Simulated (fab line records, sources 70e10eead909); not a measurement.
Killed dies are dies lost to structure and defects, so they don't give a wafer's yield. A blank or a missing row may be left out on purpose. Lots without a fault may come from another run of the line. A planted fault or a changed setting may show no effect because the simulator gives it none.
Which tool did it? | flow nand_harc | 12 lots, 36 wafers sampled, at 3 steps of a route of 1302

WHAT THE GAUGES READ, wafer by wafer
NHARC_P_M0_INSPECT_27.
lot  | measured     | on                | raw_defect_count
L075 | day 6 14:58  | defect_inspect-01 | 202 201 212
L077 | day 7 11:02  | defect_inspect-02 | 189 277 295
L078 | day 8 01:10  | defect_inspect-02 | 135 157 149
L081 | day 9 09:28  | defect_inspect-02 | 485 216 315
L083 | day 10 01:02 | defect_inspect-01 | 433 468 437
L085 | day 10 22:46 | defect_inspect-02 | 479 395 251
L088 | day 12 09:27 | defect_inspect-02 | 146 221 230
L090 | day 13 04:38 | defect_inspect-02 | 187 212 164
L091 | day 13 07:58 | defect_inspect-01 | 375 367 263
L093 | day 14 16:48 | defect_inspect-01 | 289 386 261
L095 | day 14 22:49 | defect_inspect-01 | 257 603 427
L097 | day 16 01:23 | defect_inspect-02 | 194 411 374

WHICH TOOL RAN EACH LOT (tool, then ch and the chambers of the sampled wafers, then the start)
lot  | NHARC_P_CONTACT_DEP_30          | NHARC_P_CONTACT_ETCH_18
L075 | pecvd-03 ch 1,2, day 6 06:55    | rie_diel-07 ch 1,2, day 6 14:58 or earlier
L077 | pecvd-04 ch 0,1, day 7 02:42    | rie_diel-05 ch 1,2, day 7 11:02 or earlier
L078 | pecvd-03 ch 0,2, day 7 16:38    | rie_diel-07 ch 1,2,3, day 8 01:10 or earlier
L081 | pecvd-04 ch 0,2, day 9 00:58    | rie_diel-06 ch 0,1,2, day 9 09:28 or earlier
L083 | pecvd-03 ch 0,2, day 9 16:42    | rie_diel-05 ch 0,1,3, day 10 01:02 or earlier
L085 | pecvd-03 ch 0,1, day 10 14:27   | rie_diel-06 ch 0,2,3, day 10 22:46 or earlier
L088 | pecvd-02 ch 0,1,2, day 12 00:47 | rie_diel-06 ch 0,3, day 12 09:27 or earlier
L090 | pecvd-04 ch 0,1,2, day 12 20:06 | rie_diel-07 ch 0,2,3, day 13 04:38 or earlier
L091 | pecvd-03 ch 0,2, day 12 23:38   | rie_diel-05 ch 0,3, day 13 07:58 or earlier
L093 | pecvd-03 ch 0,1,2, day 14 08:30 | rie_diel-07 ch 1,2, day 14 16:48 or earlier
L095 | pecvd-04 ch 1,2, day 14 14:19   | rie_diel-05 ch 0,3, day 14 22:49 or earlier
L097 | pecvd-04 ch 0,2, day 15 17:07   | rie_diel-05 ch 0,1,2, day 16 01:23 or earlier
- NHARC_P_CONTACT_DEP_30: deposits SiNx, target thk 30 nm.
- NHARC_P_CONTACT_ETCH_18: etches the open film in C4F8/O2/Ar, target depth 481 nm, time 240.5 s.

THE ANSWER, worked out from the rows above alone
Rule: what is usual is taken from the lots themselves. Put in order of their means at a reading, lots are off if they are a third of the lots or fewer, leave a main group of 4 or more, and stand apart from it by a gap of 3 or more times the standard deviation of the main group's means; of several such gaps the widest counts. A main group whose means are all the same, to the digits that the tables above print for the reading, isn't used. A lot without any number at a reading at which 4 lots or more have one is off too. The other lots that the step has rows for count as sound.
No lot is off at any reading shown: from this, nothing can be told.

WHAT THE SIMULATOR HAD PUT IN
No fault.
